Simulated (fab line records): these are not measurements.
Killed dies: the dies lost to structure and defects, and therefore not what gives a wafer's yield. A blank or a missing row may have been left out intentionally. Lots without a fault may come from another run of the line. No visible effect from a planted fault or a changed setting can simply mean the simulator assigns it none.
Struck lot and sound lot, side by side / flow n5_finfet / 20 steps out of a route of 1938
Sound: wafers L273.3, L273.4, L273.6. Wafers struck: L290.3, L290.4, L290.6. The cause is named last.
Each step with rows lists, per side, the tool, then ch with its chambers, then its first start. Under that, the readings that differ: sound wafers / struck wafers / difference of the means / sigmas: that difference in standard deviations of wafers without a fault.
alike: same words and numbers on both sides, and readings whose means sit less than 2 such deviations apart. not compared: any withheld reading, any reading some wafer has no value for, any bound like >300 that may hide the same value, and any number with overlapping values for which the record gives no deviation.
The two part at a step that has a row with sigmas, a row that says differs or no value, or rows on one side only. When numbers do not overlap yet have no deviation, they are printed without sigmas and do not part them. A reading missing from all wafers of one side parts the sides only when that side holds two or more wafers.

N5_BEOL_M0_RS_MEAS_126: the measuring method here is four-point-probe.
  sound on film_metro-01, day 6 10:09; struck on film_metro-02, day 10 15:17
  alike: M0_RS
N5_BEOL_M0_INSPECT_127: inspects for defects (darkfield).
  sound on defect_inspect-01, day 6 10:11; struck on defect_inspect-02, day 10 15:19
  alike: raw_defect_count
N5_BEOL_M1_ILD_DEP_00: deposits SiOC from DEMS/O2, target thk 79 nm, time 15.3 s.
  sound on pecvd-04 ch 0,1, day 6 10:13; struck on pecvd-03 ch 0,2, day 10 15:22
  alike: chamber_pressure_Torr, heater_power_w, showerhead_plenum_p_Torr, throttle_valve_pct
N5_BEOL_M1_THK_MEAS_01:
  sound on film_metro-01, day 6 10:17; struck on film_metro-02, day 10 15:26
  alike: M1_ILD_THK
N5_BEOL_M1_PECVD_72: deposits SiO2 from TEOS/O2, target thk 16 nm, time 18 s.
  sound on pecvd-03 ch 0,2, day 6 10:19; struck on pecvd-04 ch 0,1, day 10 15:29
  alike: chamber_pressure_Torr, heater_power_w, showerhead_plenum_p_Torr, throttle_valve_pct
N5_BEOL_M1_HM_DEP_02: deposits TiN, target thk 20 nm.
  sound on pvd_sputter-01, day 6 10:46; struck on pvd_sputter-03, day 10 16:55
  alike: chamber_pressure_pa, throttle_valve_pct
then, 6 steps without rows for these wafers: N5_BEOL_M1_COAT_61 (time 60 s, resist thk 60 nm); N5_BEOL_M1_COAT_62 (time 60 s, resist thk 12 nm); N5_BEOL_M1_COAT_73 (time 60 s, resist thk 5 nm); N5_BEOL_M1_COAT_05 (resist thk 30 nm); N5_BEOL_M1_EBR_07; N5_BEOL_M1_SOFTBAKE_06 (time 60 s).
N5_BEOL_M1_EXPOSE_08: exposes mask M1.
  sound on euv_scanner-02 ch 0, day 6 11:02; struck on euv_scanner-02 ch 0, day 10 17:11
reading=model.BEOL_M1.overlay_x_nm (nm); sound=0 0 0; struck=6 6 6; difference=+6; sigmas=
  alike: mask, focus_offset_nm
then, 2 steps without rows for these wafers: N5_BEOL_M1_PEB_09 (peb time 60 s); N5_BEOL_M1_DEVELOP_10 (develop time 30 s).
N5_BEOL_M1_CD_MEAS_11: the cd target is 17.05 nm.
  sound on cd_sem-03 ch 0, day 6 11:10; struck on cd_sem-02 ch 0, day 10 17:18
  alike: cd_nm
N5_BEOL_M1_OVL_MEAS_12:
  sound on overlay-02 ch 0, day 6 11:11; struck on overlay-02 ch 0, day 10 17:20
reading=M1_OVL (nm); sound=0.3 0.6 0.5; struck=6.1 6.3 6.0; difference=+5.7; sigmas=+7
N5_BEOL_M1_INSPECT_13: inspects for defects (brightfield).
  sound on defect_inspect-01, day 6 11:14; struck on defect_inspect-02, day 10 17:23
reading=raw_defect_count; sound=308 283 273; struck=463 541 639; difference=+260; sigmas=+3
-- here the record skips 2 days between the struck wafers' starts before and after, leaving off in module BEOL_M1 and picking up in module BEOL_M4 (first step shown: number 1111 of the route) --
N5_BEOL_M4_RC_MEAS_101:
  sound on prober-02 ch 0, day 8 11:16; struck on prober-01 ch 0, day 12 20:43
  alike: DIBL_N, DIBL_P, IOFF_N, IOFF_P, ION_N, ION_P, SS_N, SS_P, VT_N, VT_P
-- the record jumps here: 5 days lie between the struck wafers' starts before and after (it left off in module BEOL_M4 and takes up again in module PASSIVATION, whose first step shown is number 1936 of the route) --
N5_PASSIVATION_PROBE_49:
  rows exist in the record for the struck wafers here (prober-01, day 17 15:30), but not for the sound ones

WHERE THEY PART
First at N5_BEOL_M1_OVL_MEAS_12; last, within this record, at N5_PASSIVATION_PROBE_49.

WHY: what had been put in by the simulator
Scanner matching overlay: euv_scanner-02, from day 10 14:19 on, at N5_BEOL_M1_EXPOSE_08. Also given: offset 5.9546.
